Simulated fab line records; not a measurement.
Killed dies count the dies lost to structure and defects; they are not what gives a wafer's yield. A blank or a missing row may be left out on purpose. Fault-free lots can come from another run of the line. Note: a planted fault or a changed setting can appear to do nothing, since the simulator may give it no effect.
Comparing a struck lot with a sound one / flow nand-harc / 42 out of 1302 route steps
Sound: wafers L222.2, L222.3, L222.6. Struck: wafers L233.1, L233.2, L233.3. The cause is given at the end.
For every step that has rows: the tool of each side, followed by ch and its chambers, followed by its first start. Under that, the readings that differ: sound wafers / struck wafers / difference of the means / sigmas: that difference in standard deviations of wafers without a fault.
alike: a reading whose means differ by less than 2 such deviations, as well as words and numbers matching on both sides. not compared: withheld readings; readings where some wafer has no value; bounds like >300 that might hide an equal value; numbers whose values overlap and for which the record gives no deviation.
Wherever a step has rows on one side only, a row that says differs or no value, or a row with sigmas, the two part there. Numbers that don't overlap but have no deviation are shown without sigmas and don't part them. A reading missing from all wafers of one side parts the sides only when that side holds two or more wafers.

NHARC_P_ZERO_WELL_DESCUM_54: chemistry O2, time 3 s.
  sound on rie-diel-07 ch 1,2,3, day 3 07:58; struck on rie-diel-01 ch 0,2,3, day 7 21:50
  alike: drypump-motor-current-A, oes-product-au, rf-vpp-V, showerhead-plenum-p-Torr, throttle-valve-pct
  not compared: rf-hours-counter-h
then, 5 steps without rows for these wafers: NHARC_P_ZERO_WELL_IMPLANT_55; NHARC_P_ZERO_WELL_IMPLANT_61; NHARC_P_ZERO_WELL_STRIP_56 (strips in SPM, time 840 s); NHARC_P_ZERO_WELL_PRECLEAN_68 (cleans in SC1, time 60 s); NHARC_P_ZERO_WELL_SRD_69.
NHARC_P_ZERO_WELL_RTA_42: time 300 s.
  sound on rtp-anneal-02 ch 0, day 3 09:02; struck on rtp-anneal-02 ch 0, day 7 22:49
  alike: lamp-power-pct, wafer_temp_C_max
NHARC_P_ZERO_WELL_INSPECT_43:
  sound on defect-inspect-02, day 3 09:37; struck on defect-inspect-01, day 7 23:29
  alike: raw-defect-count
then, 4 steps without rows for these wafers: NHARC_P_STI_ETCH_26 (etches SiO2 in dHF, target depth 11 nm); NHARC_P_STI_PRECLEAN_27 (cleans in SC1); NHARC_P_STI_SRD_28; NHARC_P_STI_OXIDE_29 (material SiO2, target thk 10 nm, ox time 1362 s).
NHARC_P_STI_HM_DEP_30: deposits Si3N4, target thk 80 nm, time 873 s.
  sound on lpcvd-02 ch 1, day 3 22:04; struck on lpcvd-02 ch 1, day 8 10:37
  alike: spike-tc-lower-C, zone-power-top-pct
then, 9 steps without rows for these wafers: NHARC_P_STI_DEHYDRATE_01 (time 120 s); NHARC_P_STI_HMDS_02 (time 30 s); NHARC_P_STI_COAT_41 (time 65 s); NHARC_P_STI_COAT_03 (resist thk 600 nm); NHARC_P_STI_SOFTBAKE_04 (time 70 s); NHARC_P_STI_EBR_05; NHARC_P_STI_EXPOSE_06 (exposes mask P STI, target cd 200 nm); NHARC_P_STI_PEB_07 (peb time 80 s); NHARC_P_STI_DEVELOP_08 (time 50 s).
NHARC_P_STI_CD_MEAS_09 targets a cd of 200 nm.
  sound on cd-sem-02 ch 0, day 4 02:09; struck on cd-sem-01 ch 0, day 8 14:43
  alike: cd-nm
NHARC_P_STI_OVL_MEAS_10:
  sound on overlay-01, day 4 02:14; struck on overlay-01, day 8 14:48
  alike: overlay-x-nm, overlay-y-nm
NHARC_P_STI_INSPECT_11:
  sound on defect-inspect-02, day 4 02:17; struck on defect-inspect-02, day 8 14:50
  alike: raw-defect-count
then, 1 step without rows for these wafers: NHARC_P_STI_HARDBAKE_13 (time 65 s).
NHARC_P_STI_DESCUM_14: chemistry O2, time 3 s.
  sound on rie-diel-11 ch 0,3, day 4 02:25; struck on rie-diel-11 ch 0,1,2, day 8 14:58
  alike: drypump-motor-current-A, oes-product-au, rf-vpp-V, showerhead-plenum-p-Torr, throttle-valve-pct
  not compared: rf-hours-counter-h
NHARC_P_STI_ETCH_42: etches the open film in N2/H2, target depth 80 nm, overetch 24 nm, time 61 s.
  sound on rie-diel-11 ch 0,1,2, day 4 02:30; struck on rie-diel-11 ch 0,1,2, day 8 15:03
  alike: drypump-motor-current-A, oes-product-au, rf-vpp-V, showerhead-plenum-p-Torr, throttle-valve-pct
  not compared: rf-hours-counter-h
then, 2 steps without rows for these wafers: NHARC_P_STI_ETCH_31 (etches the open film in CF4/CHF3, target depth 108.9 nm, time 54.5 s); NHARC_P_STI_ETCH_15 (etches the open film in HBr/Cl2, target depth 300 nm, time 100.1 s).
NHARC_P_STI_CD_MEAS_16:
  sound on cd-sem-03, day 4 02:51; struck on cd-sem-01, day 8 15:25
  alike: cd-nm
NHARC_P_STI_OCD_MEAS_17:
  sound on ocd-01, day 4 02:56; struck on ocd-01, day 8 15:29
  alike: trench-foot-cd-nm
then, 3 steps without rows for these wafers: NHARC_P_STI_STRIP_19 (strips in SPM, time 900 s); NHARC_P_STI_PRECLEAN_32 (cleans in SC1); NHARC_P_STI_SRD_23.
NHARC_P_STI_OCD_MEAS_43:
  sound on ocd-01, day 4 03:26; struck on ocd-01, day 8 16:00
  alike: trench-foot-cd-nm
then, 3 steps without rows for these wafers: NHARC_P_STI_OXIDE_33 (material SiO2, target thk 10 nm, ox time 281 s); NHARC_P_STI_HDPCVD_20 (deposits SiO2); NHARC_P_STI_ANNEAL_34 (time 1800 s).
NHARC_P_STI_CMP_21: polishes, t overpolish 20 s, target thk 380.67 nm.
  sound on cmp-04 ch 1,2, day 4 22:06; struck on cmp-02 ch 0,1,3, day 9 17:24
reading=motor-current-A (A); sound=11.1 10.2 9.9; struck=12.4 11.8 14.4; difference=+2.5; sigmas=+2
  alike: overpolish-run-s
then, 1 step without rows for these wafers: NHARC_P_STI_SRD_35.
-- jump in the record: it breaks off in module P_STI and resumes in module END (first step shown: number 1302 of the route), and 21 days separate the struck wafers' starts before and after --
NHARC_END_SORT_01:
  at this point the record logs the struck wafers (prober-02 ch 0, day 30 07:48) and has no rows for the sound ones

== WHERE THEY PART ==
Last at NHARC_END_SORT_01 as far as this record goes, first at NHARC_P_STI_CMP_21.

WHY: the cause the simulator had injected
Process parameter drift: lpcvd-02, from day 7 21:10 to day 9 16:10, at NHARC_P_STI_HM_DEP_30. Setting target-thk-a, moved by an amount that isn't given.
